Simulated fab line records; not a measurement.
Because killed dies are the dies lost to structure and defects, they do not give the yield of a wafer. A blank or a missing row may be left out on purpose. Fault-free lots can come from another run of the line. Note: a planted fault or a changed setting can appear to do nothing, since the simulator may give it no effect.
8D (eight disciplines) problem report, filled in by code :: flow n5Finfet :: the parts of the form that need people (team, actions taken, sign-off) are left out

## 1. THE PROBLEM
Wafers without a fault read 26000 W, standard deviation 4.8; cathodeDcPowerW at N5_BEOL_M10_SPUTTER_48 reads a mean of 27883 W on 6 wafers belonging to 2 lots. That is +99 or more standard deviations from the usual mean.
The step: material Cu, target thk 12 nm, time 2 s.
Earliest sighting: wafer L458.3 on pvdSputter-03 at day 16 00:31. At this step, 33 wafers from 11 lots have a number in the record. By rule, "out" or "out of limits" means more than 4 standard deviations away from the usual mean. The other wafers with a number count as sound.

## 2. WHAT IT IS, WHAT IT ISN'T
question: which readings at this step
is: cathodeDcPowerW
is not: chuckGasFlowSccm, substrateTempC, throttleValvePct

question: which lots
is: L458, L459
is not: L438, L439, L440, L442, L444, L446, L448, L449, L450

question: which wafers of those lots
is: all that have a number
is not: -

question: read on which tools
is: pvdSputter-03
is not: pvdSputter-01, pvdSputter-02

question: when
is: from day 16 00:31
is not: up to then (27 sound wafers)

## 3. SUSPECTS, AND WHAT RULES EACH OUT
Counting: any tool at a process step up to the reading is kept as a suspect provided that every lot that is out went through it and no sound lot did after the first of them.
- pvdSputter-03 at N5_BEOL_M10_SPUTTER_48 (material Cu, target thk 12 nm, time 2 s): kept. All lots that are out passed through it, beginning with L458 at day 16 00:31, and no sound lot followed; its final sound lot before that point was L450 at day 13 22:37. Its own cathodeDcPowerW readings are out on those wafers.
Left after counting: pvdSputter-03 at N5_BEOL_M10_SPUTTER_48.

## 4. THE CAUSE (what the simulator had put in)
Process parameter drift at N5_BEOL_M10_SPUTTER_48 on pvdSputter-03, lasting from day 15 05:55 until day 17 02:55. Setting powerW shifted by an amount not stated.
This tool alone remained once counting was done.

## 5. SEQUENCE OF EFFECTS, ordered by route
One row per reading whose mean, taken over the struck wafers that have a number, lies over 3 standard deviations from the usual. Only readings whose record carries a usual standard deviation are examined. hours: median over the lots of the time between each lot's start at the first step of this table that gives one and its start at this step. sigmas: the change, counted in usual standard deviations.
hours: 0
step: N5_BEOL_M10_SPUTTER_48
reading: cathodeDcPowerW
usual: 26000 W
on struck wafers: 27883
change: +1883
sigmas: +99 or more
Here are the process steps it includes:
- N5_BEOL_M10_SPUTTER_48: material Cu, target thk 12 nm, time 2 s.

## 6. HOW IT WOULD HAVE BEEN CAUGHT EARLIER
19 hours passed between the start of the fault at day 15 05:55 and the first reading out of limits in this record, taken at day 16 00:31.
